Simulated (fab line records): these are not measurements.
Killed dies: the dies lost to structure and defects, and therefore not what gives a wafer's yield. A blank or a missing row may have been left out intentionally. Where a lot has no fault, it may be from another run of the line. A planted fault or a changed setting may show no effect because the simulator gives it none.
Matching of chambers | flow nand_harc | NHARC_A_BLC_STRIP_29 on rie_diel-06 has 4 sister chambers
The step strips in CF4. 22 wafers are shown with their chamber, then 11 later ones without.

## EACH WAFER AND ITS CHAMBER
wafer  | chamber | drypump_motor_current_A (A) | oes_product_au (a.u.) | rf_vpp_V (V)
L076.1 | 0       | 6.6                         | 0.994                 | 61.5
L076.2 | 3       | 6.4                         | 0.994                 | 60.4
L076.5 | 2       | 5.5                         | 1.000                 | 60.6
L074.1 | 1       | 6.3                         | 1.013                 | 58.9
L074.2 | 3       | 6.4                         | 0.992                 | 58.7
L074.6 | 3       | 6.4                         | 1.002                 | 59.2
L084.2 | 0       | 6.6                         | 0.985                 | 60.3
L084.4 | 2       | 5.5                         | 0.998                 | 60.4
L084.6 | 0       | 6.6                         | 0.989                 | 59.8
L088.4 | 1       | 6.3                         | 1.002                 | 59.7
L088.5 | 2       | 5.5                         | 1.010                 | 59.3
L088.6 | 1       | 6.3                         | 0.997                 | 58.2
L086.1 | 1       | 6.3                         | 1.000                 | 59.0
L086.4 | 3       | 6.4                         | 0.997                 | 58.1
L086.5 | 3       | 6.4                         | 1.005                 | 60.6
L086.2 | 2       | 5.5                         | 1.000                 | 60.7
L086.3 | 0       | 6.5                         | 0.999                 | 58.4
L086.6 | 0       | 6.6                         | 1.000                 | 58.3
L090.1 | 0       | 6.6                         | 0.985                 | 58.9
L090.2 | 3       | 6.4                         | 0.989                 | 60.0
L090.4 | 1       | 6.3                         | 1.010                 | 57.2
L089.1 | 1       | 6.4                         | 1.009                 | 59.6

SIGNATURES (averages over the wafers above)
reading                 | chamber 0 | chamber 1 | chamber 2 | chamber 3 | scatter within a chamber
drypump_motor_current_A | 6.583     | 6.317     | 5.500     | 6.400     | 0.0304
oes_product_au          | 0.99200   | 1.00517   | 1.00200   | 0.99650   | 0.00624
rf_vpp_V                | 59.533    | 58.767    | 60.250    | 59.500    | 1.01
Rule: distance of a wafer from a chamber = root of the sum over the readings of ((wafer's reading minus chamber's mean) / reading's scatter) squared. If the next closest chamber is less than 2 further off than the closest, the wafer can't be placed; otherwise it belongs to the closest. The scatter: take each reading less its chamber's mean, square it, sum over the shown wafers, divide by the number of wafers less the number of chambers, and take the root.

## WAFERS WITHOUT THEIR CHAMBER
wafer  | drypump_motor_current_A (A) | oes_product_au (a.u.) | rf_vpp_V (V)
L089.2 | 6.4                         | 1.005                 | 60.2
L089.5 | 6.3                         | 1.007                 | 59.1
L093.1 | 6.4                         | 0.992                 | 60.9
L093.2 | 5.5                         | 0.997                 | 59.7
L093.4 | 6.3                         | 0.992                 | 58.7
L093.3 | 6.6                         | 0.992                 | 59.5
L093.5 | 6.4                         | 1.001                 | 59.8
L093.6 | 5.5                         | 0.998                 | 58.7
L096.1 | 5.5                         | 0.992                 | 59.4
L096.2 | 6.6                         | 0.990                 | 59.3
L096.4 | 6.3                         | 0.997                 | 58.7

## WHICH CHAMBER EACH WENT THROUGH
wafer  | from the rows above     | in truth
L089.2 | can't be placed: 3 or 1 | 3
L089.5 | 1                       | 1
L093.1 | 3                       | 3
L093.2 | 2                       | 2
L093.4 | can't be placed: 1 or 3 | 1
L093.3 | 0                       | 0
L093.5 | 3                       | 3
L093.6 | 2                       | 2
L096.1 | 2                       | 2
L096.2 | 0                       | 0
L096.4 | can't be placed: 1 or 3 | 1
Placed correctly: 8 of 11. These rows do not allow placing 3 (true chamber among the candidates in 3). Number placed wrongly: 0.
